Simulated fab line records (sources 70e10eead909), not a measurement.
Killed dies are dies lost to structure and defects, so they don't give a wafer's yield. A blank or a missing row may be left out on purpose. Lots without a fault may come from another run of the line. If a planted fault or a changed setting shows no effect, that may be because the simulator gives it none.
Comparing a struck lot with a sound one | flow nand harc | 14 steps out of a route of 1302
Sound: the wafers L658.2, L658.4, L658.6. Struck: wafer L672.3 (L672.1, L672.2, from the same lot, were not struck and are left out); the cause is given at the end.
Each step with rows lists, per side, the tool, then ch with its chambers, then its first start. Under that, the readings that differ: sound wafers | struck wafers | difference of the means | sigmas: that difference in standard deviations of wafers without a fault.
alike: readings with means less than 2 such deviations apart, plus words and numbers identical on both sides. not compared: withheld readings, readings lacking a value on some wafer, bounds such as >300 that could conceal the same value, and numbers that have no deviation in the record and whose values overlap.
The two part at a step that has a row with sigmas, a row that says differs or no value, or rows on one side only. Numbers that don't overlap but have no deviation are shown without sigmas and don't part them. Lack of a reading on every wafer of one side parts them only where that side has two or more wafers.

NHARC_A_CONTACT_ETCH_134: etches the open film in C4F8/O2/Ar, time 140 s, target depth 700 nm.
  sound on har cap etch-02 ch 1, day 22 16:02; struck on har cap etch-02 ch 0, day 29 21:10
  not compared: rf hours counter h
NHARC_A_CONTACT_ETCH_135: etches the open film in C4F8/O2/Ar, time 311 s, target depth 1912 nm.
  sound on har cap etch-02 ch 1, day 22 16:14; struck on har cap etch-02 ch 0, day 29 21:22
  not compared: rf hours counter h
then, 2 steps without rows for these wafers: NHARC_A_CONTACT_ETCH_136 (etches the open film in C4F8/O2/Ar, time 311 s, target depth 1912 nm); NHARC_A_CONTACT_ETCH_137 (etches the open film in C4F8/O2/Ar, time 311 s, target depth 1912 nm).
NHARC_A_CONTACT_ETCH_138: etches the open film in C4F8/O2/Ar, time 311 s, target depth 1914 nm.
  sound on har cap etch-02 ch 1, day 22 17:02; struck on har cap etch-02 ch 0, day 29 22:11
  not compared: rf hours counter h
NHARC_A_CONTACT_ETCH_139: etches the open film in C4F8/O2/Ar, time 195 s, target depth 840 nm.
  sound on har cap etch-02 ch 1, day 22 17:19; struck on har cap etch-02 ch 0, day 29 22:26
  not compared: rf hours counter h
then, 1 step without rows for these wafers: NHARC_A_CONTACT_ETCH_92 (etches the open film in CH3F/O2, target depth 40 nm, time 85.7 s).
NHARC_A_CONTACT_ETCH_98: etches the open film in C4F6/O2, target depth 20 nm, time 10 s.
  sound: rie diel-08 ch 1,2; struck: rie diel-08 ch 3
  reading                     | sound                | struck | difference | sigmas
  drypump motor current A (A) | 6.2 6.2 6.2          | 5.2    | -1.0       | -2
  oes product au (a.u.)       | 0.948 0.953 0.939    | 0.993  | +0.046     | +3
  throttle valve pct (%)      | 26.907 26.898 26.906 | 26.923 | +0.019     | +2
  alike: rf vpp V, showerhead plenum p Torr
  not compared: rf hours counter h
NHARC_A_CONTACT_CD_MEAS_15:
  struck on cd sem-03, day 29 23:13; sound on cd sem-02, day 22 18:05
  alike: cd nm
then, 3 steps without rows for these wafers: NHARC_A_CONTACT_STRIP_107 (strips in N2/H2); NHARC_A_CONTACT_STRIP_108 (strips in CF4/CHF3); NHARC_A_CONTACT_STRIP_109 (strips in O2/COS).
NHARC_A_CONTACT_ETCH_110: etches the open film in CF4/O2, target depth 60 nm, overetch 6 nm, time 33 s.
  sound on rie diel-08 ch 0,1,2, day 22 18:23; struck on rie diel-08 ch 2, day 30 00:17
  reading               | sound             | struck | difference | sigmas
  oes product au (a.u.) | 0.996 1.004 1.001 | 0.945  | -0.055     | -5
  alike: drypump motor current A, oes_f_703_au, rf vpp V, showerhead plenum p Torr, throttle valve pct
  not compared: rf hours counter h
then, 1 step without rows for these wafers: NHARC_A_CONTACT_STRIP_26 (strips in O2).

== WHERE THEY PART ==
At NHARC_A_CONTACT_ETCH_98 first; at NHARC_A_CONTACT_ETCH_110 last (within this record only).

WHY: what had been put in by the simulator
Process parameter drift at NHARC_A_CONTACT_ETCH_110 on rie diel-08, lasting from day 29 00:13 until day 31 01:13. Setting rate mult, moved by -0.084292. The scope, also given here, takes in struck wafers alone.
